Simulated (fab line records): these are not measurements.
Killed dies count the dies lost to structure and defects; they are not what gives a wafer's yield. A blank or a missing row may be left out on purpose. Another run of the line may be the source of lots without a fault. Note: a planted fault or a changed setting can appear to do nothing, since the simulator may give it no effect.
Matching of chambers	flow n5-finfet	N5_PMOS_HMC_CHANNEL_EPI_HM_DEP_34 on pecvd-04: 3 sister chambers
The step deposits SiO2 from TEOS/O2, target thk 36 nm, time 6.9 s. 3 wafers are shown with their chamber, then 7 later ones without.

WAFERS PAIRED WITH THEIR CHAMBERS
wafer	chamber	throttle-valve-pct (%)
L083.2	2	16.4
L083.6	0	17.5
L084.5	1	18.0

WAFERS WITHOUT THEIR CHAMBER
wafer	throttle-valve-pct (%)
L084.6	16.4
L088.1	17.8
L088.2	17.7
L088.5	17.8
L089.2	16.3
L089.5	16.3
L089.6	17.6

WHICH CHAMBER EACH ONE RAN IN
wafer	from the rows above	in truth
L084.6	2	2
L088.1	can't be placed: 1 or 0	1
L088.2	can't be placed: 0 or 1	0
L088.5	can't be placed: 1 or 0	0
L089.2	2	2
L089.5	2	2
L089.6	0	0
Correct placement for 4 of the 7. These rows do not allow placing 3 (true chamber among the candidates in 3). Wrongly placed: 0.
How it was worked out, from the rows above alone: a wafer's distance from a chamber is the root of the sum, over the readings, of the square of ((its reading less the chamber's mean) divided by the reading's scatter). If the next closest chamber is less than 2 further off than the closest, the wafer can't be placed; otherwise it belongs to the closest. For every chamber, the mean is computed from those of its wafers that are shown. The scatter: with one shown wafer a chamber, the root of the mean of the squares of how far each hidden wafer lies from its nearest shown one.
